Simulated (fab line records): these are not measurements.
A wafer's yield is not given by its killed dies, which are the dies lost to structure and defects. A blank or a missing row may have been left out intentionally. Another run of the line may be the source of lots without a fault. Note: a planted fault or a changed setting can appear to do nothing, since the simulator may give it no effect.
Chamber matching + flow n5Finfet + rieDiel-06 running N5_HKMG_FIN_ETCH_67: 4 sister chambers
The step etches SOC in N2/H2, stops on TiN, target depth 388.9 nm. 7 wafers are shown with their chamber, then 8 later ones without.

## WAFERS WITH THEIR CHAMBER
| wafer  | chamber | throttleValvePct (%) | showerheadPlenumPTorr (Torr) |
|--------|---------|----------------------|------------------------------|
| L082.2 | 3       | 18.28                | 2.55                         |
| L082.4 | 0       | 17.94                | 2.67                         |
| L082.6 | 1       | 17.49                | 2.71                         |
| L084.3 | 2       | 18.22                | 2.62                         |
| L084.4 | 1       | 17.49                | 2.71                         |
| L084.5 | 3       | 18.31                | 2.54                         |
| L087.3 | 0       | 17.95                | 2.67                         |

## WAFERS WITH NO CHAMBER GIVEN
| wafer  | throttleValvePct (%) | showerheadPlenumPTorr (Torr) |
|--------|----------------------|------------------------------|
| L087.4 | 18.25                | 2.62                         |
| L087.6 | 17.51                | 2.71                         |
| L094.1 | 18.35                | 2.53                         |
| L094.4 | 17.53                | 2.70                         |
| L094.6 | 18.36                | 2.53                         |
| L096.2 | 17.74                | 2.61                         |
| L096.3 | 17.56                | 2.70                         |
| L096.4 | 17.98                | 2.66                         |

## EACH ONE'S CHAMBER
| wafer  | from the rows above | in truth                   |
|--------|---------------------|----------------------------|
| L087.4 | 2                   | 2                          |
| L087.6 | 1                   | 1                          |
| L094.1 | 3                   | 3                          |
| L094.4 | 1                   | 1                          |
| L094.6 | 3                   | 3                          |
| L096.2 | 0                   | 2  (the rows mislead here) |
| L096.3 | 1                   | 1                          |
| L096.4 | 0                   | 0                          |
7 of 8 placed correctly. From these rows, 0 cannot be placed. 1 placed wrongly.
How it was worked out, from the rows above alone: a wafer's distance from a chamber is the root of the sum, over the readings, of the square of ((its reading less the chamber's mean) divided by the reading's scatter). The wafer belongs to the nearest chamber; if the next one is less than 2 further off, it can't be placed. The mean given for a chamber averages the wafers shown for that chamber. The scatter: the root of (the sum of the squares of (reading less its chamber's mean) over the shown wafers, divided by (wafers less chambers)).
